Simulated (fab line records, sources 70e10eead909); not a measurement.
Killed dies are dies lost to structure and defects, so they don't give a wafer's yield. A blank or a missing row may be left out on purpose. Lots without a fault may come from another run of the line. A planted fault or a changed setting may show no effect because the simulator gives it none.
A struck lot beside a sound one | flow nand_harc | 15 steps out of a route of 1302
Sound: wafers L654.1, L654.3, L654.5. Struck: wafer L666.2. (L666.5 of the same lot was not struck and is left out.) The cause comes at the end.
At each step with rows: each side's tool, then ch and its chambers, then its first start. Under that, the readings that differ: sound wafers | struck wafers | difference of the means | sigmas: that difference in standard deviations of wafers without a fault.
alike: readings whose means differ by less than 2 such deviations, and words and numbers that are the same on both sides. not compared: withheld readings, readings that some wafer has no value for, bounds like >300 that may hide the same value, and numbers for which the record gives no deviation and whose values overlap.
The two part at a step that has a row with sigmas, a row that says differs or no value, or rows on one side only. Numbers that don't overlap but have no deviation are shown without sigmas and don't part them. A reading that every wafer of one side lacks parts them only if that side has two wafers or more.

first, 1 step without rows for these wafers: NHARC_A_ONON_D1_DEP_03 (target thk 1000 nm).
NHARC_A_ONON_D1_THK_MEAS_05: measures by ellipsometry.
  sound on film_metro-02, day 9 10:13; struck on film_metro-02, day 14 08:51
  alike: thk_nm
then, 1 step without rows for these wafers: NHARC_A_ONON_D1_DEP_06 (target thk 1000 nm).
NHARC_A_ONON_D1_THK_MEAS_08: measures by ellipsometry.
  sound on film_metro-02, day 9 10:47; struck on film_metro-02, day 14 09:25
  alike: thk_nm
then, 1 step without rows for these wafers: NHARC_A_ONON_D1_DEP_09 (target thk 1000 nm).
NHARC_A_ONON_D1_THK_MEAS_11: measures by ellipsometry.
  sound on film_metro-02, day 9 11:22; struck on film_metro-02, day 14 09:59
  alike: thk_nm
then, 1 step without rows for these wafers: NHARC_A_ONON_D1_DEP_12 (target thk 1000 nm).
NHARC_A_ONON_D1_THK_MEAS_14: measures by ellipsometry.
  sound on film_metro-02, day 9 11:55; struck on film_metro-02, day 14 10:33
  reading     | sound       | struck | difference | sigmas
  thk_nm (nm) | 986 987 987 | 1006   | +19        | +2
then, 2 steps without rows for these wafers: NHARC_A_ONON_D1_ANNEAL_15 (time 3600 s); NHARC_A_ONON_D1_DEP_16 (target thk 1000 nm).
NHARC_A_ONON_D1_THK_MEAS_18: measures by ellipsometry.
  sound on film_metro-02, day 9 19:41; struck on film_metro-01, day 14 18:18
  alike: thk_nm
NHARC_A_ONON_D1_DEP_19: target thk 1000 nm.
  sound on pecvd_onon-03 ch 0, day 9 19:44; struck on pecvd_onon-03 ch 0, day 14 18:25
  reading              | sound          | struck | difference | sigmas
  n2o_flow_sccm (sccm) | 1993 1994 1989 | 2013   | +21        | +4
  alike: sih4_flow_sccm
NHARC_A_ONON_D1_THK_MEAS_21: measures by ellipsometry.
  sound on film_metro-02, day 9 20:15; struck on film_metro-01, day 14 18:52
  reading     | sound       | struck | difference | sigmas
  thk_nm (nm) | 991 989 990 | 787    | -203       | -18
then, 1 step without rows for these wafers: NHARC_A_ONON_D1_DEP_22 (target thk 1000 nm).
-- the record jumps here: 16 days lie between the struck wafers' starts before and after (it left off in module A_ONON_D1 and takes up again in module END, whose first step shown is number 1302 of the route) --
NHARC_END_SORT_01:
  sound on prober-02 ch 0, day 26 01:06; struck on prober-02 ch 0, day 30 14:23
  reading         | sound     | struck | difference | sigmas
  killed_at_array | 81 89 92  | 671    | +584       | +24
  killed_dies     | 86 92 106 | 677    | +582       | +25
  alike: killed_at_other, killed_at_periphery, killed_open, killed_short

WHERE THEY PART
First at NHARC_A_ONON_D1_THK_MEAS_14; last, within this record, at NHARC_END_SORT_01.

WHY: what the simulator had put in
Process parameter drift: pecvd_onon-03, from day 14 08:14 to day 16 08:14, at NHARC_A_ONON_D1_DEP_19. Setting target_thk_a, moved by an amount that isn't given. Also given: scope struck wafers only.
